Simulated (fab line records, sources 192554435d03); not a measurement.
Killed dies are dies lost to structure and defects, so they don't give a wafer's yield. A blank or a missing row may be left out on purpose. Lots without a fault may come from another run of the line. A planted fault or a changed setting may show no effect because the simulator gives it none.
Which tool did it? | flow n5_finfet | 10 lots, 30 wafers sampled, at 5 steps of a route of 1938

WHAT THE GAUGES READ, wafer by wafer
N5_BEOL_M0_INSPECT_127: inspects for defects (darkfield). Usual: raw_defect_count 75, standard deviation 27.
lot  | measured     | on                | raw_defect_count | flag
L618 | day 6 18:46  | defect_inspect-01 | 67 103 97        |
L622 | day 7 13:04  | defect_inspect-01 | 94 39 65         |
L621 | day 7 15:58  | defect_inspect-01 | 85 96 62         |
L623 | day 7 19:04  | defect_inspect-01 | 98 89 110        |
L624 | day 7 22:13  | defect_inspect-02 | 49 107 75        |
L629 | day 9 05:04  | defect_inspect-01 | 55 49 83         |
L636 | day 10 23:16 | defect_inspect-02 | 58 51 68         |
L637 | day 11 07:24 | defect_inspect-02 | 77 113 89        |
L638 | day 11 16:29 | defect_inspect-01 | 83 44 80         |
L639 | day 11 19:48 | defect_inspect-01 | 134 89 99        |

N5_BEOL_M4_RC_MEAS_101. Usual: DIBL_N 36.0 mV/V, standard deviation 1.7; DIBL_P 36.2 mV/V, standard deviation 1.9; IOFF_N 0.154 nA/um, standard deviation 0.028; IOFF_P 0.21 nA/um, standard deviation 0.036; ION_N 675 uA/um, standard deviation 11; ION_P 463 uA/um, standard deviation 8.3; SS_N 71.4 mV/dec, standard deviation 0.63; SS_P 73.2 mV/dec, standard deviation 0.55; VT_N 250.2 mV, standard deviation 3; VT_P -251 mV, standard deviation 3.7.
lot  | measured     | on        | DIBL_N (mV/V)  | DIBL_P (mV/V)  | IOFF_N (nA/um)    | IOFF_P (nA/um) | ION_N (uA/um) | ION_P (uA/um) | SS_N (mV/dec)  | SS_P (mV/dec)  | VT_N (mV)         | VT_P (mV)      | flag
L618 | day 13 19:13 | prober-01 | 34.5 36.8 37.0 | 35.1 38.3 39.3 | 0.143 0.181 0.202 | 0.19 0.23 0.26 | 664 683 688   | 458 470 469   | 71.8 71.7 72.3 | 73.2 74.0 73.5 | 250.0 249.0 244.7 | -254 -251 -247 |
L622 | day 12 00:50 | prober-02 | 34.7 35.7 35.7 | 35.6 36.4 36.5 | 0.134 0.155 0.146 | 0.18 0.20 0.19 | 666 679 674   | 460 461 465   | 71.4 71.4 71.2 | 72.7 72.8 72.5 | 252.2 248.9 249.6 | -252 -251 -251 |
L621 | day 11 22:34 | prober-01 | 38.5 34.9 37.2 | 40.8 36.2 39.1 | 0.191 0.124 0.178 | 0.23 0.17 0.20 | 689 654 700   | 469 455 465   | 71.7 71.2 71.2 | 73.7 73.0 74.1 | 247.8 255.7 246.3 | -248 -254 -252 |
L623 | day 12 05:21 | prober-01 | 36.9 35.5 36.7 | 37.4 35.5 36.4 | 0.154 0.126 0.142 | 0.20 0.18 0.18 | 673 660 670   | 455 455 455   | 71.7 72.1 71.4 | 73.4 72.6 73.1 | 252.1 252.8 250.3 | -252 -252 -254 |
L624 | day 12 12:19 | prober-01 | 32.5 35.8 33.1 | 32.9 37.7 34.8 | 0.102 0.158 0.113 | 0.15 0.21 0.17 | 657 673 662   | 452 465 463   | 70.8 71.1 70.6 | 71.7 73.0 72.3 | 255.7 249.3 252.1 | -254 -248 -254 |
L629 | day 13 08:44 | prober-02 | 33.4 36.1 36.1 | 33.4 36.3 36.0 | 0.116 0.161 0.152 | 0.18 0.22 0.21 | 651 667 667   | 457 461 459   | 70.2 71.7 72.3 | 72.5 73.4 72.6 | 254.3 250.3 252.9 | -250 -248 -251 |
L636 | day 15 06:22 | prober-01 | 35.8 36.0 39.1 | 35.9 36.7 38.8 | 0.150 0.158 0.214 | 0.18 0.20 0.23 | 663 665 697   | 453 462 468   | 71.1 71.2 71.9 | 72.5 72.8 73.2 | 251.4 247.5 244.7 | -251 -249 -251 |
L637 | day 15 06:41 | prober-02 | 37.4 37.1 34.3 | 39.0 37.7 34.6 | 0.203 0.182 0.134 | 0.29 0.27 0.21 | 690 676 668   | 476 471 466   | 71.6 71.2 70.7 | 74.1 73.0 72.8 | 243.0 246.8 252.2 | -243 -244 -243 |
L638 | day 15 08:19 | prober-01 | 36.7 37.2 36.0 | 35.6 37.2 34.8 | 0.158 0.174 0.164 | 0.24 0.26 0.23 | 666 677 686   | 465 471 477   | 71.5 71.2 71.5 | 73.4 73.7 73.0 | 252.7 247.7 248.4 | -247 -243 -247 |
L639 | day 15 11:02 | prober-02 | 36.1 35.9 37.9 | 36.9 34.8 39.6 | 0.145 0.148 0.192 | 0.21 0.19 0.25 | 660 662 697   | 455 456 471   | 71.4 71.4 72.3 | 73.0 72.7 73.9 | 253.2 252.0 247.7 | -253 -252 -249 |

WHICH TOOL RAN EACH LOT (tool, then ch and the chambers of the sampled wafers, then the start)
lot  | N5_BEOL_M0_SPUTTER_141       | N5_BEOL_M1_ILD_DEP_00           | N5_BEOL_M1_COAT_05
L618 | pvd_sputter-01, day 6 17:40  | pecvd-04 ch 0,1, day 6 18:48    | litho_track-04 ch 0, day 6 19:05
L622 | pvd_sputter-01, day 7 11:44  | pecvd-04 ch 0,2, day 7 13:07    | litho_track-03 ch 0, day 7 14:13
L621 | pvd_sputter-02, day 7 14:45  | pecvd-04 ch 0,1,2, day 7 16:01  | litho_track-03 ch 0, day 7 18:06
L623 | pvd_sputter-02, day 7 17:53  | pecvd-04 ch 0,1, day 7 19:07    | litho_track-03 ch 0, day 7 19:24
L624 | pvd_sputter-03, day 7 21:08  | pecvd-04 ch 0,1,2, day 7 22:14  | litho_track-03 ch 0, day 7 22:35
L629 | pvd_sputter-02, day 9 03:59  | pecvd-01 ch 0,1, day 9 05:05    | litho_track-04 ch 0, day 9 07:19
L636 | pvd_sputter-02, day 10 22:11 | pecvd-04 ch 0,1,2, day 10 23:18 | litho_track-03 ch 0, day 11 03:10
L637 | pvd_sputter-03, day 11 06:19 | pecvd-04 ch 0,2, day 11 07:26   | litho_track-03 ch 0, day 11 09:13
L638 | pvd_sputter-03, day 11 15:25 | pecvd-04 ch 0,1, day 11 16:31   | litho_track-04 ch 0, day 11 18:38
L639 | pvd_sputter-03, day 11 18:44 | pecvd-04 ch 0,1, day 11 19:50   | litho_track-04 ch 0, day 11 21:52
- N5_BEOL_M0_SPUTTER_141: material Cu, target thk 4 nm, time 7.37 s.
- N5_BEOL_M1_ILD_DEP_00: deposits SiOC from DEMS/O2, target thk 79 nm, time 15.3 s.
- N5_BEOL_M1_COAT_05: resist thk 30 nm.

WHAT THE TOOLS THEMSELVES READ (means of the sampled wafers that have a number; where no wafer has one, the mark that the record gives instead)
N5_BEOL_M0_SPUTTER_141. Usual: substrate_temp_c -20.00 C, standard deviation 0.1; throttle_valve_pct 30.2 %, standard deviation 0.72.
lot  | tool           | substrate_temp_c (C) | throttle_valve_pct (%) | flag
L618 | pvd_sputter-01 | -19.92               | 29.9                   |
L622 | pvd_sputter-01 | -19.87               | 30.5                   |
L621 | pvd_sputter-02 | -19.99               | 30.1                   |
L623 | pvd_sputter-02 | -19.89               | 30.7                   |
L624 | pvd_sputter-03 | -19.99               | 30.2                   |
L629 | pvd_sputter-02 | -19.97               | 30.2                   |
L636 | pvd_sputter-02 | -20.05               | 30.3                   |
L637 | pvd_sputter-03 | -19.93               | 30.6                   |
L638 | pvd_sputter-03 | -20.07               | 30.0                   |
L639 | pvd_sputter-03 | -19.94               | 30.0                   |

N5_BEOL_M1_ILD_DEP_00. Usual: heater_power_w 541 W, standard deviation 68; showerhead_plenum_p_Torr 5.698 Torr, standard deviation 0.017; showerhead_vpp_V 1398 V, standard deviation 86; throttle_valve_pct 12.2 %, standard deviation 0.72.
lot  | tool     | heater_power_w (W) | showerhead_plenum_p_Torr (Torr) | showerhead_vpp_V (V) | throttle_valve_pct (%) | flag
L618 | pecvd-04 | 593                | 5.695                           | 1427                 | 12.9                   |
L622 | pecvd-04 | 503                | 5.704                           | 1399                 | 11.9                   |
L621 | pecvd-04 | 552                | 5.701                           | 1410                 | 12.4                   |
L623 | pecvd-04 | 625                | 5.705                           | 1416                 | 12.9                   |
L624 | pecvd-04 | 564                | 5.704                           | 1405                 | 12.6                   |
L629 | pecvd-01 | 524                | 5.696                           | 1356                 | 11.7                   |
L636 | pecvd-04 | 538                | 5.694                           | 1404                 | 12.6                   |
L637 | pecvd-04 | 577                | 5.695                           | 1470                 | 12.2                   |
L638 | pecvd-04 | 573                | 5.707                           | 1433                 | 12.9                   |
L639 | pecvd-04 | 616                | 5.694                           | 1475                 | 12.5                   |

N5_BEOL_M1_COAT_05. Usual: spin_speed_rpm 1500.0 rpm, standard deviation 0.93.
lot  | tool           | spin_speed_rpm (rpm) | flag
L618 | litho_track-04 | 1499.0               |
L622 | litho_track-03 | 1499.3               |
L621 | litho_track-03 | 1500.7               |
L623 | litho_track-03 | 1580.5               | OFF
L624 | litho_track-03 | 1579.0               | OFF
L629 | litho_track-04 | 1501.1               |
L636 | litho_track-03 | 1500.0               |
L637 | litho_track-03 | 1499.5               |
L638 | litho_track-04 | 1500.0               |
L639 | litho_track-04 | 1500.0               |

THE ANSWER, worked out from the rows above alone
Rule: a lot is off if the mean of its wafers that have a number lies more than 3 standard deviations from the usual mean. A lot without any number at a reading at which 4 lots or more have one is off too. The other lots that the step has rows for count as sound. The gauges are gone through in route order, then the tools' own readings, and for those a lot's mean is taken as printed above. The first step at which some lot is off is used, and at that step the reading that is off furthest; a lot without a number counts as furthest.
Off: L623, L624, at N5_BEOL_M1_COAT_05 (spin_speed_rpm).
A tool fits if, at that step or a process step before it, it ran every lot that is off, and no sound lot after the first of them. None of those tried fits.

WHAT THE SIMULATOR HAD PUT IN
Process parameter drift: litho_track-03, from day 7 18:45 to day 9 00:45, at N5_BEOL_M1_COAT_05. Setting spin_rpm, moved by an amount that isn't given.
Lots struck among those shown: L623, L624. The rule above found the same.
